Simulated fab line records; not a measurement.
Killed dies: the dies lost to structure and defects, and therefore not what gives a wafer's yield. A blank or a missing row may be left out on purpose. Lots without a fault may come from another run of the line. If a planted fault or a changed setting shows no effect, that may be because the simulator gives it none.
Chamber matching | flow n5 finfet | rie diel-01 running N5_HKMG_FIN_ETCH_86: 4 sister chambers
The step etches SOC in N2/H2, stops on TiN, target depth 393.2 nm. 8 wafers are shown with their chamber, then 7 later ones without.

EACH WAFER AND ITS CHAMBER
wafer  | chamber | drypump motor current A (A) | showerhead plenum p Torr (Torr)
L078.6 | 1       | 6.7                         | 2.50
L084.5 | 0       | 6.0                         | 2.55
L084.6 | 2       | 5.2                         | 2.50
L089.1 | 1       | 6.7                         | 2.50
L089.2 | 3       | 6.1                         | 2.50
L089.5 | 3       | 6.1                         | 2.50
L093.1 | 2       | 5.1                         | 2.49
L093.4 | 0       | 6.0                         | 2.54

WAFERS MISSING THEIR CHAMBER
wafer  | drypump motor current A (A) | showerhead plenum p Torr (Torr)
L093.5 | 5.1                         | 2.49
L095.2 | 6.7                         | 2.49
L095.3 | 5.1                         | 2.49
L095.4 | 6.1                         | 2.49
L097.1 | 5.2                         | 2.49
L097.5 | 6.1                         | 2.49
L097.6 | 6.0                         | 2.54

CHAMBER TAKEN BY EACH
wafer  | from the rows above | in truth
L093.5 | 2                   | 2
L095.2 | 1                   | 1
L095.3 | 2                   | 2
L095.4 | 3                   | 3
L097.1 | 2                   | 2
L097.5 | 3                   | 3
L097.6 | 0                   | 0
Correctly placed: 7 of 7. Not placeable from these rows: 0. Number placed wrongly: 0.
How it was worked out, from the rows above alone: a wafer's distance from a chamber is the root of the sum, over the readings, of the square of ((its reading less the chamber's mean) divided by the reading's scatter). If the next closest chamber is less than 2 further off than the closest, the wafer can't be placed; otherwise it belongs to the closest. For every chamber, the mean is computed from those of its wafers that are shown. The scatter is the square root of a quotient: the sum, over the shown wafers, of each reading's squared deviation from its chamber's mean, divided by wafers minus chambers.
